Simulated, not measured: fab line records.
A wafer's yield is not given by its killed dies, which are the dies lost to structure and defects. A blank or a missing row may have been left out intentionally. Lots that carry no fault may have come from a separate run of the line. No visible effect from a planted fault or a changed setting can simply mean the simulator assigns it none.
fab line records | flow nand_harc
record: lots: 6 wafers: 16 last_day: 23
route steps=1159 shown A_STAIRCASE@548 END@1159
lots with no fault: from the same line, run without faults
start_h: hours from the record's first day to the start of the lot's first wafer shown | wait_h: hours since the lot's step before | " repeats the value in the row above | L1.1+2: a single row standing in for several wafers | - either no value or no given start | * or withheld: withheld | < > ~ a bound
route shown NAME@n: names a module that has steps shown in the file, with the first one's number in the route | usual: mean/standard deviation taken from wafers without a fault | same: alike in all rows | chamber/n: place in a boat | sites: readings site by site | _std_site: how widely they spread, as a standard deviation | _edge_site: the outer-site mean with the inner-site mean subtracted | radius_mm: how far each site lies from the wafer's centre | mask NAME#n: copy n | behind: the most recent tool/chamber to have shaped the wafer | hold: why the lot was held/for how many hours/how that ended | device: whichever transistor did not switch (one of n, p or np) | end of line: the route-end tests of the same wafers | a step given without rows: its recipe and nothing more | killed: not the wafer's yield, but the dies lost to structure and defects at the first sort | map: dies across one wafer; x = killed, . = not, _ = none there
set.NAME: setting as actually run; set.NAME@STEP: the setting as run at that earlier step | model.NAME: the simulator's own value behind a step, which no gauge read
lots at selected steps of the route; one table per step, one row per wafer
services: a tool's chamber out of use, with start hour (start_h, from the record's first day; less than 0 if before it), hours out, and reason
== steps ==
step: NHARC_A_STAIRCASE_TRIM_12
recipe: time_s: 211.2 o2_flow_sccm: 500 ar_flow_sccm: 0 bias_w: 0 chemistry: O2
step: NHARC_A_STAIRCASE_ETCH_13
recipe: target_depth_a: 1000 time_s: 40.5 ion_energy_ev: 400 c4f8_flow_sccm: 20 o2_flow_sccm: 10 ar_flow_sccm: withheld rf_w: 600 bias_w: 1000 chemistry: C4F8/O2
usual: oes_product_au: 0.939/0.015 rf_vpp_V: 896/4.2
columns lot.wafer tool chamber start_h wait_h oes_product_au rf_hours_counter_h rf_vpp_V
L380.3 rie_diel-08 1 - - 0.941 56 902
L380.1 " 2 " " 0.944 49 888
L380.4 " 3 " " 0.956 58 894
L381.3 rie_diel-08 3 - - 0.944 63 896
L381.2 " 1 " " 0.948 63 903
L381.6 " 0 " " 0.968 - 892
L386.1 rie_diel-08 0 - - 0.962 5 891
L386.2 " 3 " " 0.955 7 894
L387.1 rie_diel-06 0 - - 0.948 33 894
L387.3 " 3 " " 0.941 32 901
L390.4 rie_diel-08 3 - - 0.956 12 894
L390.5 " 2 " " 0.950 - 888
L390.6 " 3 " " 0.958 - 893
L392.1 rie_diel-06 1 - - 0.942 38 900
L392.4 " 2 " " 0.953 40 899
L392.2 " 3 " " 0.945 37 900
step: NHARC_A_STAIRCASE_TRIM_14
recipe: time_s: 211.2 o2_flow_sccm: 500 ar_flow_sccm: 0 bias_w: 0 chemistry: O2
usual: drypump_motor_current_A: 5.7/0.5 oes_product_au: 0.996/0.011 rf_vpp_V: 57.9/0.8 showerhead_plenum_p_Torr: 3.54/0.11 throttle_valve_pct: 17.035/0.0086
columns lot.wafer tool chamber start_h wait_h drypump_motor_current_A oes_product_au rf_hours_counter_h rf_vpp_V showerhead_plenum_p_Torr throttle_valve_pct
L380.4 rie_diel-08 1 - - 6.6 0.988 56 60.8 3.70 17.040
L380.1 " 2 " " 5.8 1.004 49 57.3 3.32 17.038
L380.3 " 3 " " 5.2 0.985 58 57.5 3.46 17.041
L381.3 rie_diel-08 0 - - 5.8 1.000 51 58.8 3.41 17.032
L381.2 " 1 " " 6.6 0.994 63 56.4 3.70 17.038
L381.6 " 0 " " 5.8 1.010 - 56.5 3.41 17.028
L386.2 rie_diel-08 2 - - 5.8 1.004 7 58.8 3.31 17.043
L386.1 " 3 " " 5.2 0.998 7 57.1 3.46 17.022
L387.1 rie_diel-06 1 - - 5.9 0.994 32 57.6 3.64 17.037
L387.3 " 3 " " 6.1 0.999 32 59.5 3.66 17.033
L390.4 rie_diel-08 2 - - 5.8 1.005 13 56.9 3.31 17.026
L390.6 " 3 " " 5.2 1.008 - 57.3 3.45 17.044
L390.5 " 0 " " 5.8 0.995 - 59.3 3.40 17.028
L392.1 rie_diel-06 1 - - 5.8 0.996 38 57.5 3.63 17.037
L392.2 " 2 " " 6.1 1.004 40 58.0 3.59 17.041
L392.4 " 0 " " 5.2 0.991 38 57.8 3.46 17.031
step: NHARC_A_STAIRCASE_ETCH_15
recipe: target_depth_a: 1000 time_s: 40.5 ion_energy_ev: 400 c4f8_flow_sccm: 20 o2_flow_sccm: 10 ar_flow_sccm: withheld rf_w: 600 bias_w: 1000 chemistry: C4F8/O2
usual: oes_product_au: 0.940/0.013 rf_vpp_V: 896/4.1
columns lot.wafer tool chamber start_h wait_h oes_product_au rf_hours_counter_h rf_vpp_V
L380.1 rie_diel-08 0 - - 0.942 45 892
L380.4 " 1 " " 0.938 56 902
L380.3 " 2 " " 0.943 49 888
L381.2 rie_diel-08 1 - - 0.953 63 900
L381.3 " 2 " " 0.945 55 887
L381.6 " 2 " " 0.943 - 888
L386.1 rie_diel-08 3 - - 0.949 7 894
L386.2 " 0 " " 0.967 5 891
L387.3 rie_diel-06 2 - - 0.970 33 900
L387.1 " 1 " " 0.936 32 900
L390.4 rie_diel-08 0 - - 0.938 10 891
L390.6 " 3 " " 0.931 - 893
L390.5 " 0 " " 0.928 - 892
L392.1 rie_diel-06 2 - - 0.950 40 897
L392.2 " 0 " " 0.952 38 894
L392.4 " 1 " " 0.947 38 900
step: NHARC_A_STAIRCASE_TRIM_16
recipe: time_s: 211.2 o2_flow_sccm: 500 ar_flow_sccm: 0 bias_w: 0 chemistry: O2
step: NHARC_A_STAIRCASE_ETCH_17
recipe: target_depth_a: 1000 time_s: 40.5 ion_energy_ev: 400 c4f8_flow_sccm: 20 o2_flow_sccm: 10 ar_flow_sccm: withheld rf_w: 600 bias_w: 1000 chemistry: C4F8/O2
step: NHARC_A_STAIRCASE_TRIM_18
recipe: time_s: 211.2 o2_flow_sccm: 500 ar_flow_sccm: 0 bias_w: 0 chemistry: O2
usual: drypump_motor_current_A: 5.7/0.47 oes_product_au: 0.996/0.011 rf_vpp_V: 57.9/0.87 showerhead_plenum_p_Torr: 3.54/0.11 throttle_valve_pct: 17.037/0.0087
columns lot.wafer tool chamber start_h wait_h drypump_motor_current_A oes_product_au rf_hours_counter_h rf_vpp_V showerhead_plenum_p_Torr throttle_valve_pct
L380.4 rie_diel-08 1 - - 6.6 0.999 56 58.8 3.70 17.051
L380.1 " 2 " " 5.8 1.023 49 57.9 3.32 17.051
L380.3 " 3 " " 5.2 1.003 58 58.3 3.46 17.038
L381.3 rie_diel-08 2 - - 5.8 1.005 55 57.8 3.32 17.038
L381.2 " 1 " " 6.6 0.998 63 58.8 3.69 17.040
L381.6 " 2 " " 5.8 1.011 - 57.1 3.32 17.030
L386.2 rie_diel-08 3 - - 5.2 0.998 7 58.0 3.46 17.039
L386.1 " 0 " " 5.8 0.989 5 57.2 3.40 17.032
L387.3 rie_diel-06 2 - - 6.2 1.009 34 57.6 3.59 17.050
L387.1 " 3 " " 6.2 1.004 32 56.8 3.66 17.033
L390.4 rie_diel-08 0 - - 5.8 1.001 10 57.1 3.40 17.043
L390.6 " 3 " " 5.2 1.004 - 58.3 3.45 17.042
L390.5 " 0 " " 5.8 1.005 - 56.5 3.40 17.037
L392.4 rie_diel-06 3 - - 6.1 1.000 37 57.5 3.66 17.038
L392.2 " 1 " " 5.8 1.001 39 57.5 3.63 17.032
L392.1 " 2 " " 6.1 1.010 40 57.1 3.59 17.038
step: NHARC_A_STAIRCASE_ETCH_19
recipe: target_depth_a: 1000 time_s: 40.5 ion_energy_ev: 400 c4f8_flow_sccm: 20 o2_flow_sccm: 10 ar_flow_sccm: withheld rf_w: 600 bias_w: 1000 chemistry: C4F8/O2
usual: oes_product_au: 0.939/0.012 rf_vpp_V: 896/4.2
columns lot.wafer tool chamber start_h wait_h oes_product_au rf_hours_counter_h rf_vpp_V
L380.3 rie_diel-08 3 - - 0.931 58 894
L380.4 " 0 " " 0.942 46 891
L380.1 " 1 " " 0.948 57 903
L381.3 rie_diel-08 0 - - 0.934 52 891
L381.2 " 1 " " 0.939 63 901
L381.6 " 0 " " 0.941 - 891
L386.1 rie_diel-08 3 - - 0.941 7 893
L386.2 " 2 " " 0.941 7 886
L387.1 rie_diel-06 3 - - 0.945 32 901
L387.3 " 1 " " 0.939 32 900
L390.4 rie_diel-08 0 - - 0.939 10 891
L390.5 " 1 " " 0.939 - 902
L390.6 " 2 " " 0.946 - 887
L392.1 rie_diel-06 0 - - 0.939 39 893
L392.4 " 2 " " 0.962 40 899
L392.2 " 3 " " 0.942 37 900
step: NHARC_A_STAIRCASE_TRIM_20
recipe: time_s: 211.2 o2_flow_sccm: 500 ar_flow_sccm: 0 bias_w: 0 chemistry: O2
step: NHARC_A_STAIRCASE_ETCH_21
recipe: target_depth_a: 1000 time_s: 40.5 ion_energy_ev: 400 c4f8_flow_sccm: 20 o2_flow_sccm: 10 ar_flow_sccm: withheld rf_w: 600 bias_w: 1000 chemistry: C4F8/O2
step: NHARC_A_STAIRCASE_TRIM_22
recipe: time_s: 211.2 o2_flow_sccm: 500 ar_flow_sccm: 0 bias_w: 0 chemistry: O2
step: NHARC_A_STAIRCASE_ETCH_23
recipe: target_depth_a: 1000 time_s: 40.5 ion_energy_ev: 400 c4f8_flow_sccm: 20 o2_flow_sccm: 10 ar_flow_sccm: withheld rf_w: 600 bias_w: 1000 chemistry: C4F8/O2
usual: oes_product_au: 0.942/0.014 rf_vpp_V: 896/4.2
columns lot.wafer tool chamber start_h wait_h oes_product_au rf_hours_counter_h rf_vpp_V
L380.3 rie_diel-08 1 276.56 - 0.935 57 903
L380.4 " 3 " " 0.937 58 894
L380.1 " 0 " " 0.951 46 892
L381.3 rie_diel-12 0 300.07 - 0.946 29 897
L381.2 " 2 " " 0.944 36 896
L381.6 " 0 " " 0.933 - 895
L386.2 rie_diel-08 2 328.22 - 0.943 7 888
L386.1 " 3 " " 0.752 7 894
L387.1 rie_diel-08 0 338.50 - 0.772 8 892
L387.3 " 1 " " 0.749 9 902
L390.4 rie_diel-12 0 344.04 - 0.942 47 895
L390.6 " 1 " " 0.930 - 901
L390.5 " 2 " " 0.952 - 894
L392.2 rie_diel-06 1 354.78 - 0.944 39 899
L392.1 " 2 " " 0.960 40 898
L392.4 " 3 " " 0.938 37 901
step: NHARC_A_STAIRCASE_TRIM_24
recipe: time_s: 211.2 o2_flow_sccm: 500 ar_flow_sccm: 0 bias_w: 0 chemistry: O2
step: NHARC_END_SORT_01
recipe: temp_c: 25
usual: killed_at_array: 29/8.4 killed_at_other: 0.7/1.2 killed_at_periphery: 3.8/2.1 killed_dies: 33/9 killed_open: 3.4/2 killed_short: 2.1/1.4
same: gross_dies: 677
columns lot.wafer tool chamber start_h wait_h killed_at_array killed_at_other killed_at_periphery killed_dies killed_open killed_short
L386.1 prober-02 0 534.46 2.5 675 0 2 677 5 1
L387.1 prober-02 0 542.27 2.5 672 2 3 677 8 2
L387.3 prober-02 0 543.85 3.1 672 1 4 677 2 3
killed by level:class
L386.1 A_STAIRCASE:area_etch=647 A_CHANNEL_HOLE_D1:chamber_film_flake=20 A_WL_FILL:geometric_particle:open=2 A_M1:chamber_film_flake=2 P_STI:geometric_particle:short=1 P_M0:geometric_particle:open=1 A_CONTACT:geometric_particle:open=1 A_M0:geometric_particle:open=1
L387.1 A_STAIRCASE:area_etch=650 A_CHANNEL_HOLE_D1:chamber_film_flake=8 A_STAIRCASE:chamber_film_flake=3 A_WL_FILL:geometric_particle:open=2 A_WL_FILL:chamber_film_flake=2 THIN_TSV:chamber_film_flake=2 P_GATE:geometric_particle:open=1 P_CONTACT:geometric_particle:open=1
L387.3 A_STAIRCASE:area_etch=658 A_WL_FILL:chamber_film_flake=5 A_CHANNEL_HOLE_D1:chamber_film_flake=4 A_CONTACT:chamber_film_flake=2 P_GATE:geometric_particle:open=1 P_CONTACT:geometric_particle:short=1 P_M0:geometric_particle:short=1 A_ONON_D1:geometric_particle:short=1
map L386.1 (x killed, . not)
____________x____________
_________xxxxxxx_________
_______xxxxxxxxxxx_______
______xxxxxxxxxxxxx______
_____xxxxxxxxxxxxxxx_____
____xxxxxxxxxxxxxxxxx____
____xxxxxxxxxxxxxxxxx____
___xxxxxxxxxxxxxxxxxxx___
___xxxxxxxxxxxxxxxxxxx___
__xxxxxxxxxxxxxxxxxxxxx__
__xxxxxxxxxxxxxxxxxxxxx__
_xxxxxxxxxxxxxxxxxxxxxxx_
_xxxxxxxxxxxxxxxxxxxxxxx_
_xxxxxxxxxxxxxxxxxxxxxxx_
_xxxxxxxxxxxxxxxxxxxxxxx_
_xxxxxxxxxxxxxxxxxxxxxxx_
xxxxxxxxxxxxxxxxxxxxxxxxx
xxxxxxxxxxxxxxxxxxxxxxxxx
xxxxxxxxxxxxxxxxxxxxxxxxx
xxxxxxxxxxxxxxxxxxxxxxxxx
xxxxxxxxxxxxxxxxxxxxxxxxx
_xxxxxxxxxxxxxxxxxxxxxxx_
_xxxxxxxxxxxxxxxxxxxxxxx_
_xxxxxxxxxxxxxxxxxxxxxxx_
_xxxxxxxxxxxxxxxxxxxxxxx_
_xxxxxxxxxxxxxxxxxxxxxxx_
__xxxxxxxxxxxxxxxxxxxxx__
__xxxxxxxxxxxxxxxxxxxxx__
___xxxxxxxxxxxxxxxxxxx___
___xxxxxxxxxxxxxxxxxxx___
____xxxxxxxxxxxxxxxxx____
____xxxxxxxxxxxxxxxxx____
_____xxxxxxxxxxxxxxx_____
______xxxxxxxxxxxxx______
_______xxxxxxxxxxx_______
_________xxxxxxx_________
____________x____________
map L387.1 (x killed, . not)
____________x____________
_________xxxxxxx_________
_______xxxxxxxxxxx_______
______xxxxxxxxxxxxx______
_____xxxxxxxxxxxxxxx_____
____xxxxxxxxxxxxxxxxx____
____xxxxxxxxxxxxxxxxx____
___xxxxxxxxxxxxxxxxxxx___
___xxxxxxxxxxxxxxxxxxx___
__xxxxxxxxxxxxxxxxxxxxx__
__xxxxxxxxxxxxxxxxxxxxx__
_xxxxxxxxxxxxxxxxxxxxxxx_
_xxxxxxxxxxxxxxxxxxxxxxx_
_xxxxxxxxxxxxxxxxxxxxxxx_
_xxxxxxxxxxxxxxxxxxxxxxx_
_xxxxxxxxxxxxxxxxxxxxxxx_
xxxxxxxxxxxxxxxxxxxxxxxxx
xxxxxxxxxxxxxxxxxxxxxxxxx
xxxxxxxxxxxxxxxxxxxxxxxxx
xxxxxxxxxxxxxxxxxxxxxxxxx
xxxxxxxxxxxxxxxxxxxxxxxxx
_xxxxxxxxxxxxxxxxxxxxxxx_
_xxxxxxxxxxxxxxxxxxxxxxx_
_xxxxxxxxxxxxxxxxxxxxxxx_
_xxxxxxxxxxxxxxxxxxxxxxx_
_xxxxxxxxxxxxxxxxxxxxxxx_
__xxxxxxxxxxxxxxxxxxxxx__
__xxxxxxxxxxxxxxxxxxxxx__
___xxxxxxxxxxxxxxxxxxx___
___xxxxxxxxxxxxxxxxxxx___
____xxxxxxxxxxxxxxxxx____
____xxxxxxxxxxxxxxxxx____
_____xxxxxxxxxxxxxxx_____
______xxxxxxxxxxxxx______
_______xxxxxxxxxxx_______
_________xxxxxxx_________
____________x____________
== services ==
columns tool chamber start_h hours kind
rie_diel-08 0 256.62 - clean
rie_diel-08 1 256.62 - clean
rie_diel-08 2 256.62 - clean
rie_diel-08 3 256.62 - clean
rie_diel-12 2 271.12 2.6 repair
rie_diel-08 0 281.12 - clean
rie_diel-08 1 281.12 - clean
rie_diel-08 2 281.12 - clean
rie_diel-08 3 281.12 - clean
rie_diel-06 - 289.23 1.7 repair
rie_diel-08 3 298.52 - consumable_replace:focus_ring
rie_diel-08 3 298.52 9.0 scheduled_down
rie_diel-08 3 298.52 9.0 vent_cycle
rie_diel-08 - 301.88 9.0 pm
rie_diel-08 0 301.88 9.0 vent_cycle
rie_diel-08 1 301.88 9.0 vent_cycle
rie_diel-08 2 301.88 9.0 vent_cycle
rie_diel-06 1 302.71 4.0 repair
rie_diel-08 0 310.88 - clean
rie_diel-08 1 310.88 - clean
rie_diel-08 2 310.88 - clean
rie_diel-08 3 310.88 - clean
rie_diel-08 0 335.63 - clean
rie_diel-08 1 335.63 - clean
== key ==
first_sign: step: NHARC_A_STAIRCASE_ETCH_23 reading: oes_product_au direction: down sigmas: 14 usual: 0.942 struck: 0.758
effect: step: NHARC_END_SORT_01 reading: killed_at_array direction: up sigmas: 76 usual: 29 struck: 673
more_kills_born_at: NHARC_A_STAIRCASE_ETCH_23@rie_diel-08: 1955
met_at NHARC_A_STAIRCASE_ETCH_23
struck_wafers L386.1,L387.1,L387.3
later_rows_left_out L386.1,L387.1,L387.3
tester_left_out L386,L387
onset_between 276.56 328.22
fault: kind: process_parameter_drift tool: rie_diel-08 chamber: - onset_h: 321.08 steps: NHARC_A_STAIRCASE_ETCH_23 channel: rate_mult offset: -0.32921 shape: step end_h: 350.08 scope: struck_wafers_only
tester_left_out: of these lots the tester's yield and bins aren't shown, on N5 and GAA mostly nor the transistor test; their killed dies are dies lost to structure and defects alone, not to doping, threshold or leakage, so they don't give the yield
later_rows_left_out: the simulator's readings of these wafers behind a module that went badly wrong aren't trusted and aren't shown, but for the sort
